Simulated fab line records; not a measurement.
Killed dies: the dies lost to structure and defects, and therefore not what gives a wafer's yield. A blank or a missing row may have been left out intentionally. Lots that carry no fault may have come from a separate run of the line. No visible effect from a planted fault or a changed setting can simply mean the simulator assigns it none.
Split-lot experiment || flow n5Finfet || 21 wafers read across 7 lots, on a route 1938 steps long

## ON THE SPLIT
At N5_FIN_SAQP_PEB_14 (peb time 60 s), the setting pebTimeS was moved away from the recipe's 60 s on 5 of the 21 wafers read, by -20.6% to +10.2%. All remaining wafers had this setting at the recipe value.

## THE PATH FROM SPLIT TO READING: the file shows 1 step between them
- N5_FIN_SAQP_DEVELOP_15: develop time 30 s

## THE READING
cdNm (nm) at N5_FIN_SAQP_CD_MEAS_16, where the cd target is 35.6 nm. A value of 35.6 nm with a standard deviation of 0.33 nm is what fault-free wafers of this fab line usually give.

{"wafer": "L088.3", "tool, chamber at the split": "lithoTrack-02, 0", "pebTimeS as run, s": 60, "against the recipe": "recipe", "cdNm, nm": 35.8, "against lot-mates on the recipe": "-"}
{"wafer": "L088.5", "tool, chamber at the split": "lithoTrack-02, 0", "pebTimeS as run, s": 60, "against the recipe": "recipe", "cdNm, nm": 34.9, "against lot-mates on the recipe": "-"}
{"wafer": "L088.6", "tool, chamber at the split": "lithoTrack-02, 0", "pebTimeS as run, s": 60, "against the recipe": "recipe", "cdNm, nm": 35.2, "against lot-mates on the recipe": "-"}
{"wafer": "L089.2", "tool, chamber at the split": "lithoTrack-05, 0", "pebTimeS as run, s": 52.62, "against the recipe": "-12.3%", "cdNm, nm": 37.5, "against lot-mates on the recipe": "+1.7"}
{"wafer": "L089.5", "tool, chamber at the split": "lithoTrack-05, 0", "pebTimeS as run, s": 60, "against the recipe": "recipe", "cdNm, nm": 35.8, "against lot-mates on the recipe": "-"}
{"wafer": "L089.6", "tool, chamber at the split": "lithoTrack-05, 0", "pebTimeS as run, s": 52.62, "against the recipe": "-12.3%", "cdNm, nm": 38.4, "against lot-mates on the recipe": "+2.6"}
{"wafer": "L090.4", "tool, chamber at the split": "lithoTrack-05, 0", "pebTimeS as run, s": 60, "against the recipe": "recipe", "cdNm, nm": 35.7, "against lot-mates on the recipe": "-"}
{"wafer": "L090.5", "tool, chamber at the split": "lithoTrack-05, 0", "pebTimeS as run, s": 66.12, "against the recipe": "+10.2%", "cdNm, nm": 34.3, "against lot-mates on the recipe": -1.2}
{"wafer": "L090.6", "tool, chamber at the split": "lithoTrack-05, 0", "pebTimeS as run, s": 60, "against the recipe": "recipe", "cdNm, nm": 35.3, "against lot-mates on the recipe": "-"}
{"wafer": "L091.3", "tool, chamber at the split": "lithoTrack-02, 0", "pebTimeS as run, s": 60, "against the recipe": "recipe", "cdNm, nm": 34.9, "against lot-mates on the recipe": "-"}
{"wafer": "L091.4", "tool, chamber at the split": "lithoTrack-02, 0", "pebTimeS as run, s": 60, "against the recipe": "recipe", "cdNm, nm": 36.1, "against lot-mates on the recipe": "-"}
{"wafer": "L091.5", "tool, chamber at the split": "lithoTrack-02, 0", "pebTimeS as run, s": 60, "against the recipe": "recipe", "cdNm, nm": 35.4, "against lot-mates on the recipe": "-"}
{"wafer": "L092.2", "tool, chamber at the split": "lithoTrack-02, 0", "pebTimeS as run, s": 60, "against the recipe": "recipe", "cdNm, nm": 35.0, "against lot-mates on the recipe": "-"}
{"wafer": "L092.4", "tool, chamber at the split": "lithoTrack-02, 0", "pebTimeS as run, s": 60, "against the recipe": "recipe", "cdNm, nm": 35.0, "against lot-mates on the recipe": "-"}
{"wafer": "L092.5", "tool, chamber at the split": "lithoTrack-02, 0", "pebTimeS as run, s": 60, "against the recipe": "recipe", "cdNm, nm": 35.1, "against lot-mates on the recipe": "-"}
{"wafer": "L093.3", "tool, chamber at the split": "lithoTrack-01, 0", "pebTimeS as run, s": 60, "against the recipe": "recipe", "cdNm, nm": 35.6, "against lot-mates on the recipe": "-"}
{"wafer": "L093.4", "tool, chamber at the split": "lithoTrack-01, 0", "pebTimeS as run, s": 60, "against the recipe": "recipe", "cdNm, nm": 35.3, "against lot-mates on the recipe": "-"}
{"wafer": "L093.5", "tool, chamber at the split": "lithoTrack-01, 0", "pebTimeS as run, s": 54.6, "against the recipe": "-9.0%", "cdNm, nm": 36.7, "against lot-mates on the recipe": "+1.2"}
{"wafer": "L094.1", "tool, chamber at the split": "lithoTrack-05, 0", "pebTimeS as run, s": 47.67, "against the recipe": "-20.6%", "cdNm, nm": 38.9, "against lot-mates on the recipe": "+3.3"}
{"wafer": "L094.5", "tool, chamber at the split": "lithoTrack-05, 0", "pebTimeS as run, s": 60, "against the recipe": "recipe", "cdNm, nm": 35.6, "against lot-mates on the recipe": "-"}
{"wafer": "L094.6", "tool, chamber at the split": "lithoTrack-05, 0", "pebTimeS as run, s": 60, "against the recipe": "recipe", "cdNm, nm": 35.6, "against lot-mates on the recipe": "-"}

THE FIT
A straight line over all 21 wafers: cdNm changes by -0.17 nm for each +1% of pebTimeS; r = -0.94; the points scatter about the line by 0.41 nm.
The same after taking each lot's own level away (the mean of its wafers on the recipe; 21 wafers): -0.157 nm for each +1%; r = -0.95; scatter 0.32 nm.
The reading moves by 3.2 nm for the largest change in pebTimeS, on that fit.
Measured against the standard deviation above, the lots' own levels, which go from 35.03 to 35.80 nm, span 2.3 times it.
Hence the lot-to-lot level has little effect on the slope; both slopes agree.
Check: with one of the wafers moved furthest among these (-20.6%) left out of the fit, the line predicts +3.22 nm for it against its lot-mates. Against them it came out at +3.3 nm.

## ADDITIONAL SPLITS CARRIED BY THESE WAFERS
Before the reading, these wafers also passed through other splits. Each is held against what the fit with the lots' levels taken away leaves over:
{"other split on the same wafers": "N5_WELL_APT_EXPOSE_05 doseMj", "wafers away from the commonest value": 6, "r with cdNm (lot level and that fit taken away)": -0.02}
{"other split on the same wafers": "N5_WELL_APT_COAT_19 spinRpm", "wafers away from the commonest value": 10, "r with cdNm (lot level and that fit taken away)": -0.23}
{"other split on the same wafers": "N5_PMOS_HMC_CHANNEL_EPI_COAT_03 spinRpm", "wafers away from the commonest value": 6, "r with cdNm (lot level and that fit taken away)": -0.09}
{"other split on the same wafers": "N5_PMOS_HMC_CHANNEL_EPI_PEB_07 pebTempC", "wafers away from the commonest value": 4, "r with cdNm (lot level and that fit taken away)": -0.32}

## FILE'S OWN FIT
cdNm changes by -0.158 nm for each +1% of pebTimeS, r = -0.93.
